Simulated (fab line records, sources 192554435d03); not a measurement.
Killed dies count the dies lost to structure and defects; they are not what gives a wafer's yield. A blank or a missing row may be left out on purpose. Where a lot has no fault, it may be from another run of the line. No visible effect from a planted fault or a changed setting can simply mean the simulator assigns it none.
Which tool is to blame? | flow n5-finfet | Sampling: 21 lots, 63 wafers, 6 of 1938 route steps

WHAT THE GAUGES SHOWED, per wafer
The record lacks any reading of a measuring or inspecting step that a usual standard deviation could be used to judge.

WHAT TOOL EACH LOT RAN ON (gives the tool, then ch and the chambers of the sampled wafers, and finally the start)
lot  | N5_BEOL_M7_DESCUM_16               | N5_BEOL_M7_ETCH_66                 | N5_BEOL_M7_STRIP_36                | N5_BEOL_M7_CMP_52             | N5_BEOL_M8_ILD_DEP_00           | N5_BEOL_M8_ETCH_61
L074 | rie-diel-05 ch 0,1,2, day 8 19:17  | rie-diel-03 ch 1,2,3, day 8 20:23  | rie-diel-03 ch 1,2,3, day 8 20:33  | cmp-03 ch 0,3, day 8 23:46    | pecvd-04 ch 0, day 9 00:16      | rie-diel-02 ch 0,2, day 9 01:34
L075 | rie-diel-04 ch 0,2,3, day 9 04:55  | rie-diel-04 ch 0,1,3, day 9 07:43  | rie-diel-04 ch 0,1,3, day 9 07:52  | cmp-03 ch 1,2, day 9 10:20    | pecvd-01 ch 1,2, day 9 10:50    | rie-diel-02 ch 0,1, day 9 13:14
L076 | rie-diel-03 ch 0,2,3, day 9 04:58  | rie-diel-03 ch 1,2, day 9 07:36    | rie-diel-03 ch 1,2, day 9 07:45    | cmp-01 ch 1,2,3, day 9 10:22  | pecvd-03 ch 0, day 9 10:47      | rie-diel-06 ch 0,1, day 9 12:57
L077 | rie-diel-03 ch 0,1, day 9 21:34    | rie-diel-05 ch 0,1,3, day 9 22:40  | rie-diel-05 ch 0,1,3, day 9 22:49  | cmp-02 ch 1,2,3, day 10 01:01 | pecvd-03 ch 0,1, day 10 01:30   | rie-diel-06 ch 0,1,2, day 10 03:22
L079 | rie-diel-03 ch 1,2, day 10 03:01   | rie-diel-05 ch 0,2,3, day 10 05:07 | rie-diel-05 ch 0,2,3, day 10 05:16 | cmp-03 ch 0,2,3, day 10 07:56 | pecvd-04 ch 1,2, day 10 08:23   | rie-diel-01 ch 0,2,3, day 10 11:17
L078 | rie-diel-05 ch 1,2, day 10 03:49   | rie-diel-03 ch 0,3, day 10 06:25   | rie-diel-03 ch 0,3, day 10 06:34   | cmp-01 ch 2,3, day 10 09:20   | pecvd-04 ch 0,1,2, day 10 09:47 | rie-diel-02 ch 1,2, day 10 12:04
L080 | rie-diel-03 ch 0,1,2, day 10 07:11 | rie-diel-04 ch 1,2,3, day 10 10:11 | rie-diel-04 ch 1,2,3, day 10 10:20 | cmp-03 ch 1,2,3, day 10 12:35 | pecvd-04 ch 0,2, day 10 13:02   | rie-diel-06 ch 0,2,3, day 10 15:13
L081 | rie-diel-03 ch 2,3, day 10 21:15   | rie-diel-03 ch 1,3, day 11 01:49   | rie-diel-03 ch 1,3, day 11 01:58   | cmp-03 ch 0,2,3, day 11 06:13 | pecvd-03 ch 0,2, day 11 06:43   | rie-diel-01 ch 0,3, day 11 08:47
L082 | rie-diel-05 ch 0,1,3, day 11 10:34 | rie-diel-03 ch 1,2,3, day 11 11:40 | rie-diel-03 ch 1,2,3, day 11 11:50 | cmp-02 ch 0,1,2, day 11 14:28 | pecvd-03 ch 0,2, day 11 14:55   | rie-diel-06 ch 0,1, day 11 17:04
L083 | rie-diel-05 ch 0,1,3, day 11 16:44 | rie-diel-03 ch 1,3, day 11 19:07   | rie-diel-03 ch 1,3, day 11 19:16   | cmp-03 ch 0,1,2, day 11 22:37 | pecvd-03 ch 0,1,2, day 11 23:07 | rie-diel-02 ch 0,1, day 12 03:23
L084 | rie-diel-03 ch 0,2,3, day 11 22:07 | rie-diel-03 ch 1,2,3, day 12 01:53 | rie-diel-03 ch 1,2,3, day 12 02:02 | cmp-01 ch 0,1,3, day 12 04:33 | pecvd-04 ch 0,2, day 12 05:02   | rie-diel-02 ch 1,2,3, day 12 09:50
L087 | rie-diel-03 ch 0,1, day 12 20:03   | rie-diel-04 ch 0,2,3, day 12 23:04 | rie-diel-04 ch 0,2,3, day 12 23:13 | cmp-03 ch 0,1,2, day 13 02:42 | pecvd-03 ch 0,1,2, day 13 03:04 | rie-diel-01 ch 0,1, day 13 06:28
L085 | rie-diel-05 ch 0,2, day 12 23:19   | rie-diel-04 ch 0,1,2, day 13 00:18 | rie-diel-04 ch 0,1,2, day 13 00:27 | cmp-01 ch 0,1,3, day 13 02:49 | pecvd-04 ch 0,1,2, day 13 03:19 | rie-diel-01 ch 0,2, day 13 06:43
L086 | rie-diel-04 ch 1,2,3, day 12 23:53 | rie-diel-04 ch 1,2,3, day 13 01:20 | rie-diel-04 ch 1,2,3, day 13 01:29 | cmp-01 ch 1,2, day 13 05:31   | pecvd-04 ch 0,1,2, day 13 06:01 | rie-diel-06 ch 0,1, day 13 07:44
L090 | rie-diel-05 ch 1,2,3, day 13 06:06 | rie-diel-05 ch 1,2,3, day 13 11:22 | rie-diel-05 ch 1,2,3, day 13 11:31 | cmp-02 ch 0,1,2, day 13 13:53 | pecvd-03 ch 0,2, day 13 14:22   | rie-diel-06 ch 0,1,2, day 13 18:34
L089 | rie-diel-05 ch 0,1, day 13 07:24   | rie-diel-03 ch 2,3, day 13 11:39   | rie-diel-03 ch 2,3, day 13 11:48   | cmp-02 ch 0,3, day 13 14:09   | pecvd-03 ch 0,1,2, day 13 14:38 | rie-diel-02 ch 2,3, day 13 18:38
L091 | rie-diel-05 ch 0,1,2, day 13 21:55 | rie-diel-03 ch 0,1,2, day 13 23:10 | rie-diel-03 ch 0,1,2, day 13 23:19 | cmp-03 ch 0,1,2, day 14 01:34 | pecvd-03 ch 0,1,2, day 14 02:03 | rie-diel-01 ch 0,1,2, day 14 04:02
L092 | rie-diel-04 ch 0,1,3, day 13 22:07 | rie-diel-04 ch 2,3, day 13 23:20   | rie-diel-04 ch 2,3, day 13 23:29   | cmp-01 ch 1,2,3, day 14 02:11 | pecvd-03 ch 0,1, day 14 02:35   | rie-diel-02 ch 1,2,3, day 14 04:17
L093 | rie-diel-04 ch 0,1,2, day 14 01:44 | rie-diel-03 ch 0,1,2, day 14 03:19 | rie-diel-03 ch 0,1,2, day 14 03:28 | cmp-03 ch 1,2, day 14 05:27   | pecvd-03 ch 0,2, day 14 05:56   | rie-diel-01 ch 0,2,3, day 14 09:24
L096 | rie-diel-03 ch 0,1,2, day 15 07:01 | rie-diel-04 ch 0,3, day 15 08:44   | rie-diel-04 ch 0,3, day 15 08:54   | cmp-01 ch 0,1,2, day 15 11:21 | pecvd-04 ch 0,1, day 15 11:44   | rie-diel-06 ch 0,1, day 15 13:46
L097 | rie-diel-05 ch 0,1,3, day 15 14:37 | rie-diel-05 ch 0,1,3, day 15 16:16 | rie-diel-05 ch 0,1,3, day 15 16:26 | cmp-02 ch 2,3, day 15 19:38   | pecvd-03 ch 1,2, day 15 20:07   | rie-diel-02 ch 0,2,3, day 15 22:39
- N5_BEOL_M7_DESCUM_16: chemistry O2, time 7.9 s.
- N5_BEOL_M7_ETCH_66: etches SOC in N2/H2, target depth 80 nm, overetch 16 nm, time 120 s.
- N5_BEOL_M7_STRIP_36: strips in N2/H2.
- N5_BEOL_M7_CMP_52: polishes, stops on SiCOH lowk, t overpolish 6.9 s, target thk 80 nm.
- N5_BEOL_M8_ILD_DEP_00: deposits SiCOH lowk from DEMS/porogen, target thk 179.75 nm, time 33.4 s.
- N5_BEOL_M8_ETCH_61: etches SiARC in CF4, target depth 45.5 nm, time 75.8 s.

WHAT THE TOOLS THEMSELVES READ (means of the sampled wafers that have a number; where no wafer has one, the mark that the record gives instead)
N5_BEOL_M7_DESCUM_16.
lot  | tool        | drypump-motor-current-A (A) | oes-product-au (a.u.) | rf-vpp-V (V) | showerhead-plenum-p-Torr (Torr) | throttle-valve-pct (%)
L074 | rie-diel-05 | 5.6                         | 0.75                  | 243.8        | 2.15                            | 20.59
L075 | rie-diel-04 | 6.1                         | 0.77                  | 244.9        | 2.13                            | 20.37
L076 | rie-diel-03 | 5.8                         | 0.73                  | 242.2        | 2.07                            | 20.41
L077 | rie-diel-03 | 6.3                         | 0.77                  | 242.6        | 2.06                            | 20.41
L079 | rie-diel-03 | 5.9                         | 0.82                  | 242.1        | 2.06                            | 20.33
L078 | rie-diel-05 | 5.7                         | 0.72                  | 243.2        | 2.16                            | 20.62
L080 | rie-diel-03 | 5.9                         | 0.77                  | 243.8        | 2.06                            | 20.36
L081 | rie-diel-03 | 5.5                         | 0.72                  | 242.1        | 2.08                            | 20.37
L082 | rie-diel-05 | 5.6                         | 0.78                  | 245.2        | 2.16                            | 20.54
L083 | rie-diel-05 | 5.6                         | 0.77                  | 244.5        | 2.16                            | 20.54
L084 | rie-diel-03 | 5.8                         | 0.71                  | 242.4        | 2.07                            | 20.43
L087 | rie-diel-03 | 6.1                         | 0.79                  | 242.8        | 2.04                            | 20.40
L085 | rie-diel-05 | 5.4                         | 0.75                  | 243.8        | 2.12                            | 20.67
L086 | rie-diel-04 | 6.4                         | 0.71                  | 242.5        | 2.08                            | 20.52
L090 | rie-diel-05 | 5.8                         | 0.74                  | 244.6        | 2.17                            | 20.57
L089 | rie-diel-05 | 5.4                         | 0.74                  | 244.3        | 2.12                            | 20.64
L091 | rie-diel-05 | 5.6                         | 0.72                  | 243.8        | 2.13                            | 20.66
L092 | rie-diel-04 | 6.0                         | 0.73                  | 243.9        | 2.12                            | 20.50
L093 | rie-diel-04 | 6.0                         | 0.74                  | 243.6        | 2.12                            | 20.49
L096 | rie-diel-03 | 6.0                         | 0.74                  | 242.4        | 2.05                            | 20.41
L097 | rie-diel-05 | 5.6                         | 0.75                  | 244.1        | 2.15                            | 20.59

N5_BEOL_M7_ETCH_66.
lot  | tool        | drypump-motor-current-A (A) | oes-product-au (a.u.) | rf-vpp-V (V) | showerhead-plenum-p-Torr (Torr) | throttle-valve-pct (%)
L074 | rie-diel-03 | 5.7                         | 0.59                  | 523.0        | 2.51                            | 17.80
L075 | rie-diel-04 | 6.1                         | 0.59                  | 525.0        | 2.59                            | 17.83
L076 | rie-diel-03 | 5.9                         | 0.62                  | 523.3        | 2.49                            | 17.74
L077 | rie-diel-05 | 5.6                         | 0.60                  | 526.1        | 2.63                            | 17.97
L079 | rie-diel-05 | 5.5                         | 0.60                  | 526.9        | 2.63                            | 18.03
L078 | rie-diel-03 | 6.1                         | 0.55                  | 523.4        | 2.51                            | 17.89
L080 | rie-diel-04 | 6.4                         | 0.55                  | 524.0        | 2.53                            | 17.94
L081 | rie-diel-03 | 5.8                         | 0.57                  | 523.4        | 2.50                            | 17.91
L082 | rie-diel-03 | 5.7                         | 0.57                  | 523.4        | 2.50                            | 17.83
L083 | rie-diel-03 | 5.8                         | 0.56                  | 522.1        | 2.50                            | 17.92
L084 | rie-diel-03 | 5.7                         | 0.57                  | 522.6        | 2.50                            | 17.83
L087 | rie-diel-04 | 6.2                         | 0.57                  | 524.1        | 2.57                            | 17.81
L085 | rie-diel-04 | 6.1                         | 0.57                  | 524.6        | 2.58                            | 17.89
L086 | rie-diel-04 | 6.4                         | 0.54                  | 523.6        | 2.52                            | 17.96
L090 | rie-diel-05 | 5.7                         | 0.57                  | 526.3        | 2.64                            | 17.98
L089 | rie-diel-03 | 5.6                         | 0.53                  | 523.4        | 2.51                            | 17.90
L091 | rie-diel-03 | 6.0                         | 0.58                  | 522.4        | 2.49                            | 17.82
L092 | rie-diel-04 | 6.5                         | 0.53                  | 523.5        | 2.52                            | 17.89
L093 | rie-diel-03 | 6.0                         | 0.58                  | 522.6        | 2.49                            | 17.83
L096 | rie-diel-04 | 5.8                         | 0.58                  | 525.9        | 2.62                            | 17.76
L097 | rie-diel-05 | 5.6                         | 0.57                  | 525.8        | 2.61                            | 18.05

N5_BEOL_M7_STRIP_36.
lot  | tool        | drypump-motor-current-A (A) | oes-product-au (a.u.) | rf-vpp-V (V) | showerhead-plenum-p-Torr (Torr) | throttle-valve-pct (%)
L074 | rie-diel-03 | 5.7                         | 0.77                  | 59.7         | 2.50                            | 23.64
L075 | rie-diel-04 | 6.0                         | 0.77                  | 58.6         | 2.59                            | 23.70
L076 | rie-diel-03 | 5.8                         | 0.83                  | 59.0         | 2.49                            | 23.70
L077 | rie-diel-05 | 5.6                         | 0.79                  | 58.3         | 2.63                            | 23.86
L079 | rie-diel-05 | 5.6                         | 0.78                  | 59.2         | 2.62                            | 23.94
L078 | rie-diel-03 | 6.1                         | 0.70                  | 58.1         | 2.50                            | 23.61
L080 | rie-diel-04 | 6.4                         | 0.72                  | 60.8         | 2.53                            | 23.76
L081 | rie-diel-03 | 5.7                         | 0.74                  | 58.8         | 2.50                            | 23.70
L082 | rie-diel-03 | 5.7                         | 0.76                  | 60.8         | 2.50                            | 23.68
L083 | rie-diel-03 | 5.7                         | 0.74                  | 59.9         | 2.49                            | 23.72
L084 | rie-diel-03 | 5.7                         | 0.76                  | 58.7         | 2.49                            | 23.66
L087 | rie-diel-04 | 6.1                         | 0.74                  | 59.4         | 2.57                            | 23.65
L085 | rie-diel-04 | 6.0                         | 0.75                  | 59.3         | 2.57                            | 23.73
L086 | rie-diel-04 | 6.4                         | 0.71                  | 59.5         | 2.52                            | 23.79
L090 | rie-diel-05 | 5.7                         | 0.74                  | 59.5         | 2.64                            | 23.77
L089 | rie-diel-03 | 5.6                         | 0.69                  | 59.9         | 2.50                            | 23.62
L091 | rie-diel-03 | 6.0                         | 0.75                  | 58.4         | 2.49                            | 23.67
L092 | rie-diel-04 | 6.5                         | 0.68                  | 58.9         | 2.52                            | 23.71
L093 | rie-diel-03 | 5.9                         | 0.75                  | 61.0         | 2.49                            | 23.67
L096 | rie-diel-04 | 5.8                         | 0.76                  | 59.7         | 2.62                            | 23.58
L097 | rie-diel-05 | 5.6                         | 0.74                  | 59.1         | 2.61                            | 23.94

N5_BEOL_M7_CMP_52.
lot  | tool   | barrier-field-endpoint-s (s) | motor-current-A (A) | overpolish-run-s (s) | time-to-endpoint-s (s)
L074 | cmp-03 | 28.4                         | 6.0                 | 6.897                | 62.1
L075 | cmp-03 | 28.7                         | 6.5                 | 6.897                | 61.8
L076 | cmp-01 | 29.4                         | 6.1                 | 6.896                | 63.8
L077 | cmp-02 | 28.0                         | 6.0                 | 6.897                | 59.7
L079 | cmp-03 | 29.5                         | 6.0                 | 6.892                | 66.0
L078 | cmp-01 | 28.4                         | 6.3                 | 6.900                | 60.5
L080 | cmp-03 | 28.8                         | 6.3                 | 6.898                | 61.8
L081 | cmp-03 | 28.6                         | 6.1                 | 6.903                | 62.4
L082 | cmp-02 | 28.5                         | 5.8                 | 6.904                | 58.0
L083 | cmp-03 | 28.8                         | 6.2                 | 6.907                | 61.1
L084 | cmp-01 | 29.3                         | 6.1                 | 6.909                | 64.2
L087 | cmp-03 | 28.4                         | 6.2                 | 6.902                | 64.9
L085 | cmp-01 | 28.7                         | 6.1                 | 6.901                | 63.6
L086 | cmp-01 | 29.0                         | 6.4                 | 6.903                | 64.3
L090 | cmp-02 | 28.8                         | 5.8                 | 6.889                | 60.2
L089 | cmp-02 | 28.8                         | 6.6                 | 6.896                | 62.6
L091 | cmp-03 | 28.3                         | 6.2                 | 6.909                | 59.8
L092 | cmp-01 | 28.4                         | 6.1                 | 6.909                | 62.3
L093 | cmp-03 | 28.1                         | 6.1                 | 6.895                | 59.5
L096 | cmp-01 | 28.5                         | 6.5                 | 6.902                | 60.2
L097 | cmp-02 | 29.4                         | 6.2                 | 6.900                | 61.3

N5_BEOL_M8_ILD_DEP_00.
lot  | tool     | heater-power-w (W) | showerhead-plenum-p-Torr (Torr) | throttle-valve-pct (%)
L074 | pecvd-04 | 255                | 5.744                           | 15.5
L075 | pecvd-01 | 263                | 5.727                           | 14.5
L076 | pecvd-03 | 335                | 5.690                           | 13.5
L077 | pecvd-03 | 333                | 5.742                           | 14.0
L079 | pecvd-04 | 252                | 5.742                           | 13.1
L078 | pecvd-04 | 270                | 5.730                           | 13.8
L080 | pecvd-04 | 267                | 5.751                           | 14.4
L081 | pecvd-03 | 340                | 5.736                           | 12.8
L082 | pecvd-03 | 291                | 5.712                           | 13.2
L083 | pecvd-03 | 313                | 5.730                           | 13.4
L084 | pecvd-04 | 271                | 5.752                           | 13.7
L087 | pecvd-03 | 329                | 5.731                           | 13.3
L085 | pecvd-04 | 266                | 5.738                           | 13.7
L086 | pecvd-04 | 261                | 5.746                           | 13.9
L090 | pecvd-03 | 302                | 5.721                           | 13.3
L089 | pecvd-03 | 302                | 5.731                           | 13.4
L091 | pecvd-03 | 308                | 5.729                           | 13.6
L092 | pecvd-03 | 295                | 5.710                           | 13.9
L093 | pecvd-03 | 304                | 5.747                           | 12.9
L096 | pecvd-04 | 271                | 5.733                           | 14.5
L097 | pecvd-03 | 323                | 5.748                           | 13.7

N5_BEOL_M8_ETCH_61.
lot  | tool        | drypump-motor-current-A (A) | etch-rf-on-time-s (s) | oes-product-au (a.u.) | rf-vpp-V (V) | showerhead-plenum-p-Torr (Torr) | throttle-valve-pct (%)
L074 | rie-diel-02 | 5.8                         | 73.3                  | 0.66                  | 183.9        | 2.17                            | 15.38
L075 | rie-diel-02 | 5.9                         | 73.7                  | 0.66                  | 184.1        | 2.17                            | 15.39
L076 | rie-diel-06 | 5.4                         | 74.0                  | 0.68                  | 185.0        | 2.22                            | 15.49
L077 | rie-diel-06 | 5.5                         | 74.5                  | 0.70                  | 184.2        | 2.16                            | 15.46
L079 | rie-diel-01 | 5.8                         | 75.2                  | 0.77                  | 183.5        | 2.10                            | 15.32
L078 | rie-diel-02 | 5.8                         | 74.7                  | 0.74                  | 184.7        | 2.10                            | 15.35
L080 | rie-diel-06 | 5.7                         | 74.5                  | 0.68                  | 183.7        | 2.13                            | 15.55
L081 | rie-diel-01 | 6.0                         | 75.1                  | 0.78                  | 183.1        | 2.10                            | 15.40
L082 | rie-diel-06 | 5.4                         | 74.7                  | 0.67                  | 185.1        | 2.21                            | 15.52
L083 | rie-diel-02 | 5.8                         | 75.2                  | 0.64                  | 184.2        | 2.17                            | 15.43
L084 | rie-diel-02 | 5.6                         | 76.0                  | 0.67                  | 183.2        | 2.12                            | 15.45
L087 | rie-diel-01 | 5.4                         | 75.9                  | 0.78                  | 183.7        | 2.10                            | 15.59
L085 | rie-diel-01 | 5.5                         | 73.6                  | 0.73                  | 183.1        | 2.08                            | 15.32
L086 | rie-diel-06 | 5.5                         | 75.6                  | 0.62                  | 183.8        | 2.16                            | 15.58
L090 | rie-diel-06 | 5.5                         | 75.5                  | 0.66                  | 184.0        | 2.15                            | 15.53
L089 | rie-diel-02 | 5.5                         | 74.4                  | 0.67                  | 184.0        | 2.12                            | 15.47
L091 | rie-diel-01 | 5.5                         | 75.7                  | 0.74                  | 183.5        | 2.09                            | 15.48
L092 | rie-diel-02 | 5.6                         | 74.9                  | 0.67                  | 183.5        | 2.12                            | 15.48
L093 | rie-diel-01 | 5.7                         | 74.8                  | 0.73                  | 183.4        | 2.08                            | 15.38
L096 | rie-diel-06 | 5.4                         | 74.6                  | 0.64                  | 184.5        | 2.20                            | 15.59
L097 | rie-diel-02 | 5.6                         | 74.1                  | 0.62                  | 183.9        | 2.15                            | 15.52

THE ANSWER, worked out from the rows above alone
Rule: what is usual is taken from the lots themselves. Put in order of their means at a reading, lots are off if they are a third of the lots or fewer, leave a main group of 4 or more, and stand apart from it by a gap of 3 or more times the standard deviation of the main group's means; of several such gaps the widest counts. The tables above print the reading to a certain number of digits; a main group whose means all agree to those digits is not used. Also off: a lot with no number at a reading for which 4 or more lots have one. The other lots that the step has rows for count as sound. First the gauges in route order, then the tools' own readings, where a lot's mean is used as printed above. The first step at which some lot is off is used, and at that step the reading that is off furthest; a lot without a number counts as furthest.
No lot is off on any of the readings shown, so nothing can be concluded from this.

WHAT THE SIMULATOR HAD PUT IN
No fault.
